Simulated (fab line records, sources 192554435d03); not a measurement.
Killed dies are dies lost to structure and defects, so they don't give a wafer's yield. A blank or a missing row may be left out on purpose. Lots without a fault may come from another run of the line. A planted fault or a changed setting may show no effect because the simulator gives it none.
A struck lot beside a sound one | flow n5_finfet | 39 steps out of a route of 1938
Sound: wafers L263.2, L263.5, L263.6. Struck: wafers L254.1, L254.3, L254.4. The cause comes at the end.
At each step with rows: each side's tool, then ch and its chambers, then its first start. Under that, the readings that differ: sound wafers | struck wafers | difference of the means | sigmas: that difference in standard deviations of wafers without a fault.
alike: readings whose means differ by less than 2 such deviations, and words and numbers that are the same on both sides. not compared: withheld readings, readings that some wafer has no value for, bounds like >300 that may hide the same value, and numbers for which the record gives no deviation and whose values overlap.
The two part at a step that has a row with sigmas, a row that says differs or no value, or rows on one side only. Numbers that don't overlap but have no deviation are shown without sigmas and don't part them. A reading that every wafer of one side lacks parts them only if that side has two wafers or more.

first, 10 steps without rows for these wafers: N5_MOL_CONTACT_COAG_SPUTTER_143 (material Co, target thk 2.5 nm); N5_MOL_CONTACT_COAG_CO_FILL_22 (material Co, precursor CCTBA/H2, target thk 20 nm); N5_MOL_CONTACT_COAG_ANNEAL_113 (time 300 s); N5_MOL_CONTACT_COAG_PRE_CLEAN_142 (time 60 s); N5_MOL_CONTACT_COAG_SPUTTER_130 (material Co, target thk 47.5 nm); N5_MOL_CONTACT_COAG_PRECLEAN_125 (cleans in DIW, time 57.5 s); N5_MOL_CONTACT_COAG_SRD_126 (dry time 32 s); N5_MOL_CONTACT_COAG_CMP_23 (polishes, stops on SiO2, t overpolish 1.5 s, target thk 0 nm); N5_MOL_CONTACT_COAG_WET_ETCH_26 (target Co, target depth 13 nm); N5_MOL_CONTACT_COAG_WET_ETCH_116 (etches the open film in SC1-inhibited, target depth 4.6 nm, rinse time 30 s).
N5_MOL_CONTACT_COAG_ALD_27: deposits SiOC, target thk 17 nm, pulse time 1.5 s, time 2720 s.
  sound on ald_sin-04 ch 0,1, day 10 10:21; struck on ald_sin-04 ch 0,1,2, day 8 03:23
  no value came back on the struck wafers for ald_cycles, chamber_pressure_Torr (Torr), heater_power_w (W), precursor_pulse_height_rel; on the sound wafers ald_cycles reads 340 340 340
then, 25 steps without rows for these wafers: N5_MOL_CONTACT_COAG_CMP_28 (polishes, stops on SiNx, t overpolish 0.85 s, target thk 14.522 nm); N5_MOL_CONTACT_COAG_ALD_123 (deposits SiNx, target thk 5 nm, pulse time 1 s, purge time 2 s); N5_MOL_CONTACT_COAG_PECVD_31 (deposits SiO2 from TEOS/O2, target thk 46 nm, time 8.9 s); N5_MOL_CONTACT_COAG_COAT_75 (time 60 s, resist thk 60 nm); N5_MOL_CONTACT_COAG_COAT_76 (time 60 s, resist thk 10 nm); N5_MOL_CONTACT_COAG_COAT_77 (time 60 s, resist thk 10 nm); N5_MOL_CONTACT_COAG_COAT_78 (resist thk 40 nm); N5_MOL_CONTACT_COAG_EBR_80; N5_MOL_CONTACT_COAG_SOFTBAKE_79 (time 60 s); N5_MOL_CONTACT_COAG_EXPOSE_81 (exposes mask VG, defocus 0 nm); N5_MOL_CONTACT_COAG_PEB_82 (peb time 60 s); N5_MOL_CONTACT_COAG_DEVELOP_83 (develop time 30 s); N5_MOL_CONTACT_COAG_DESCUM_88 (chemistry O2, time 7 s); N5_MOL_CONTACT_COAG_ETCH_89 (etches underlayer in N2/H2, target depth 13 nm, time 10.4 s); N5_MOL_CONTACT_COAG_ETCH_90 (etches SiARC in CF4, target depth 13 nm, time 21.7 s); N5_MOL_CONTACT_COAG_ALD_131 (deposits SiO2, target thk 5 nm, pulse time 1 s, co reactant pulse time 1 s); N5_MOL_CONTACT_COAG_ETCHBACK_132 (etches SiO2 in CHF3, target depth 10 nm, time 6.7 s); N5_MOL_CONTACT_COAG_ETCH_91 (etches SOC in N2/H2, target depth 60 nm, overetch 21 nm, time 101.2 s); N5_MOL_CONTACT_COAG_STRIP_92 (strips in N2/H2); N5_MOL_CONTACT_COAG_STRIP_93 (strips in N2/H2); N5_MOL_CONTACT_COAG_ETCHBACK_135 (etches SiO2 in CHF3, target depth 25 nm, time 16.7 s); N5_MOL_CONTACT_COAG_STRIP_118 (strips in CHF3); N5_MOL_CONTACT_COAG_VIA_ETCH_46 (etches SiO2 in C4F6/O2, target depth 46 nm, overetch 9.2 nm, time 40 s); N5_MOL_CONTACT_COAG_STRIP_96 (strips in N2/H2); N5_MOL_CONTACT_COAG_ETCH_47 (etches SiNx in CH3F/O2, stops on W, target depth 27 nm).
N5_MOL_CONTACT_COAG_ETCH_48: etches SiOC in C4F6/O2, target depth 15 nm, overetch 4.5 nm, time 17 s.
  sound on rie_diel-06 ch 1,2, day 10 15:32; struck on rie_diel-05 ch 0,2,3, day 8 08:14
  reading                  | sound             | struck         | difference | sigmas
  oes_product_au (a.u.)    | 0.56 0.70 0.56    | 0.27 0.27 0.33 | -0.32      | -4
  model.etch.depth_nm (nm) | 13.76 14.46 13.37 | 0 0 0          | -14        |
  alike: drypump_motor_current_A, rf_vpp_V, showerhead_plenum_p_Torr, throttle_valve_pct
  not compared: rf_hours_counter_h
N5_BEOL_M4_RC_MEAS_101:
  the record has rows for the sound wafers here (prober-01 ch 0, day 15 06:55) and none for the struck ones
-- the record jumps here: 8 days lie between the struck wafers' starts before and after (it left off in module BEOL_M4 and takes up again in module PASSIVATION, whose first step shown is number 1936 of the route) --
N5_PASSIVATION_PROBE_49:
  the record has rows for the struck wafers here (prober-02, day 16 05:55) and none for the sound ones

WHERE THEY PART
First at N5_MOL_CONTACT_COAG_ALD_27; last, within this record, at N5_PASSIVATION_PROBE_49.

WHY: what the simulator had put in
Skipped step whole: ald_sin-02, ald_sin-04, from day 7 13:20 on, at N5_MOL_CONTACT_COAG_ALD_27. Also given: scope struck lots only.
